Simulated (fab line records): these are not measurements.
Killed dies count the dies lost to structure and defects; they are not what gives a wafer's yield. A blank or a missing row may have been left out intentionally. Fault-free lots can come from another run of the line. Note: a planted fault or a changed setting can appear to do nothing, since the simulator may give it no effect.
Matching of chambers | flow nand harc | NHARC_A_M0_DESCUM_14 on rie diel-05: 4 sister chambers
The step chemistry O2, time 3 s. 8 wafers are shown with their chamber, then 7 later ones without.

WAFERS WITH THEIR CHAMBER
wafer  | chamber | drypump motor current A (A) | oes product au (a.u.)
L080.4 | 0       | 6.0                         | 1.005
L083.1 | 3       | 6.1                         | 0.999
L083.2 | 2       | 5.0                         | 1.014
L086.1 | 3       | 6.1                         | 0.994
L086.3 | 1       | 5.5                         | 1.000
L086.4 | 0       | 6.0                         | 1.006
L088.3 | 1       | 5.6                         | 1.008
L088.4 | 2       | 5.0                         | 1.001

WAFERS WITHOUT THEIR CHAMBER
wafer  | drypump motor current A (A) | oes product au (a.u.)
L088.5 | 6.0                         | 0.996
L090.1 | 6.0                         | 0.993
L090.3 | 5.0                         | 1.008
L090.5 | 6.1                         | 0.996
L097.2 | 6.1                         | 1.014
L097.3 | 6.0                         | 0.993
L097.6 | 6.0                         | 1.001

THE CHAMBER EACH PASSED THROUGH
wafer  | from the rows above     | in truth
L088.5 | can't be placed: 0 or 3 | 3
L090.1 | can't be placed: 0 or 3 | 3
L090.3 | 2                       | 2
L090.5 | 3                       | 3
L097.2 | can't be placed: 3 or 0 | 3
L097.3 | can't be placed: 0 or 3 | 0
L097.6 | 0                       | 0
3 of 7 placed correctly. From these rows, 4 cannot be placed; in 4 the true chamber is one of the candidates. 0 placed wrongly.
How it was worked out, from the rows above alone: a wafer's distance from a chamber is the root of the sum, over the readings, of the square of ((its reading less the chamber's mean) divided by the reading's scatter). If the next closest chamber is less than 2 further off than the closest, the wafer can't be placed; otherwise it belongs to the closest. The mean given for a chamber averages the wafers shown for that chamber. The scatter: the root of (the sum of the squares of (reading less its chamber's mean) over the shown wafers, divided by (wafers less chambers)).
